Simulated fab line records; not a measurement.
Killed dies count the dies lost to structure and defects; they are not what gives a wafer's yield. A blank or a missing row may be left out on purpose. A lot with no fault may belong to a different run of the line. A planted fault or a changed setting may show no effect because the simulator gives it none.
Check for tools in common | flow n5 finfet | 11 lots, 27 wafers sampled

## REASON FOR OPENING
Flagged at N5_DUMMY_GATE_THK_MEAS_05: reading thk nm, on 1 of 11 lots. Fault-free wafers read 72.4 nm, with a standard deviation of 1.7.
Rule: a lot is flagged when every wafer of it that has a number lies more than 4 standard deviations from that mean, or none has a number. As for the other lots, they are considered sound.

lot  | measured    | on            | thk nm (nm), wafer by wafer | flag
L719 | day 2 21:27 | film metro-01 | 73.5 72.3                   |
L720 | day 2 23:46 | film metro-01 | 75.7 74.6                   |
L721 | day 3 07:20 | film metro-01 | 70.4 71.3                   |
L723 | day 3 18:54 | film metro-02 | 72.0 72.3 72.4              |
L725 | day 4 05:23 | film metro-02 | 72.0 70.5 72.2              |
L732 | day 6 05:01 | film metro-02 | 2.0 2.0 2.0                 | FLAGGED
L731 | day 6 05:58 | film metro-01 | 70.3 70.5                   |
L734 | day 6 19:00 | film metro-02 | 75.6 71.8 72.4              |
L736 | day 7 02:29 | film metro-01 | 73.6 72.8 72.9              |
L735 | day 7 02:29 | film metro-02 | 72.8 75.8                   |
L741 | day 8 04:42 | film metro-02 | 70.6 74.4                   |
The mean of the flagged lots' numbers is 2.0 nm, -70.4 nm from the usual (-41 standard deviations).

## WHICH TOOL EACH LOT WENT THROUGH
The record holds 3 process steps before the reading, out of a route of 1938 steps. In each cell: the tool, then ch and the chambers that the sampled wafers went through, then the start.
lot  | flag    | N5_FIN_CUT_PRECLEAN_35            | N5_STI_FIN_REVEAL_RECESS_09       | N5_DUMMY_GATE_CVD_03
L719 |         | vapor etch-01 ch 0,1, day 2 06:07 | vapor etch-01 ch 0, day 2 12:40   | lpcvd-02 ch 1/40,1/54, day 2 15:39
L720 |         | vapor etch-01 ch 0,1, day 2 10:31 | vapor etch-01 ch 0, day 2 17:18   | lpcvd-01 ch 1/104,1/114, day 2 19:47
L721 |         | vapor etch-02 ch 0, day 2 16:35   | vapor etch-01 ch 1, day 2 22:57   | lpcvd-02 ch 1/70,1/84, day 3 03:20
L723 |         | vapor etch-01 ch 0,1, day 3 05:34 | vapor etch-02 ch 0,1, day 3 11:51 | lpcvd-02 ch 1/114,1/90,1/95, day 3 14:50
L725 |         | vapor etch-02 ch 0,1, day 3 15:15 | vapor etch-02 ch 0,1, day 3 21:55 | lpcvd-02 ch 0/20,0/25,0/39, day 4 01:24
L732 | FLAGGED | vapor etch-01 ch 0,1, day 5 13:56 | vapor etch-02 ch 0,1, day 5 20:44 | lpcvd-01 ch 1/25,1/34,1/39, day 5 23:13
L731 |         | vapor etch-02 ch 0,1, day 5 13:29 | vapor etch-01 ch 0, day 5 20:28   | lpcvd-02 ch 1/20,1/29, day 6 01:59
L734 |         | vapor etch-01 ch 0,1, day 6 00:39 | vapor etch-02 ch 0,1, day 6 07:55 | lpcvd-02 ch 1/50,1/54,1/64, day 6 13:11
L736 |         | vapor etch-02 ch 0,1, day 6 09:57 | vapor etch-01 ch 0,1, day 6 17:59 | lpcvd-01 ch 1/15,1/20,1/39, day 6 22:31
L735 |         | vapor etch-02 ch 1, day 6 04:51   | vapor etch-02 ch 0,1, day 6 11:38 | lpcvd-01 ch 0/104,0/109, day 6 22:31
L741 |         | vapor etch-01 ch 0,1, day 7 14:47 | vapor etch-02 ch 0,1, day 7 22:19 | lpcvd-01 ch 0/109,0/114, day 8 00:43
These steps, and what they do:
- N5_FIN_CUT_PRECLEAN_35: cleans in vHF, time 13.3 s.
- N5_STI_FIN_REVEAL_RECESS_09: chemistry HF/NH3, target SiO2, afs cycles 11, target depth 42.5 nm, sublimation time 60 s.
- N5_DUMMY_GATE_CVD_03: deposits a-Si from SiH4, target thk 150 nm, time 8042 s.
- N5_DUMMY_GATE_THK_MEAS_05

## FLAGGED AGAINST TOTAL, ONE TOOL AT A TIME (gauges that did the reading follow at the end)
step                        | tool          | lots run | flagged | share of the flagged lots | sound lots run after its first flagged lot
N5_FIN_CUT_PRECLEAN_35      | vapor etch-01 | 6        | 1       | all                       | 2 (L734,L741)
N5_FIN_CUT_PRECLEAN_35      | vapor etch-02 | 5        | 0       | none                      | -
N5_STI_FIN_REVEAL_RECESS_09 | vapor etch-01 | 5        | 0       | none                      | -
N5_STI_FIN_REVEAL_RECESS_09 | vapor etch-02 | 6        | 1       | all                       | 3 (L734,L735,L741)
N5_DUMMY_GATE_CVD_03        | lpcvd-01      | 5        | 1       | all                       | 3 (L735,L736,L741)
N5_DUMMY_GATE_CVD_03        | lpcvd-02      | 6        | 0       | none                      | -
N5_DUMMY_GATE_THK_MEAS_05   | film metro-01 | 5        | 0       | none                      | -
N5_DUMMY_GATE_THK_MEAS_05   | film metro-02 | 6        | 1       | all                       | 3 (L734,L735,L741)

## WHAT THE TABLE PERMITS
4 rows of the table ran every flagged lot: vapor etch-01 at N5_FIN_CUT_PRECLEAN_35, vapor etch-02 at N5_STI_FIN_REVEAL_RECESS_09, lpcvd-01 at N5_DUMMY_GATE_CVD_03, film metro-02 at N5_DUMMY_GATE_THK_MEAS_05.
- vapor etch-01 at N5_FIN_CUT_PRECLEAN_35: 1 of its 6 lots flagged. Sound lots ran on it after the first flagged one (L734, L741), which a lasting fault on the whole tool wouldn't allow.
- vapor etch-02 at N5_STI_FIN_REVEAL_RECESS_09: 1 of its 6 lots flagged. Sound lots ran on it after the first flagged one (L734, L735, L741), which a lasting fault on the whole tool wouldn't allow.
- lpcvd-01 at N5_DUMMY_GATE_CVD_03: 1 of its 5 lots flagged. Sound lots ran on it after the first flagged one (L735, L736, L741), which a lasting fault on the whole tool wouldn't allow. On the flagged lots its readings are blank where sound lots have values: spike tc bottom C, spike tc centre C.
- film metro-02 at N5_DUMMY_GATE_THK_MEAS_05: 1 of its 6 lots flagged. Sound lots ran on it after the first flagged one (L734, L735, L741), which a lasting fault on the whole tool wouldn't allow.
There is no row in the table that ran each flagged lot and no sound lot after the first.

## WHAT HAD BEEN PUT IN BY THE SIMULATOR
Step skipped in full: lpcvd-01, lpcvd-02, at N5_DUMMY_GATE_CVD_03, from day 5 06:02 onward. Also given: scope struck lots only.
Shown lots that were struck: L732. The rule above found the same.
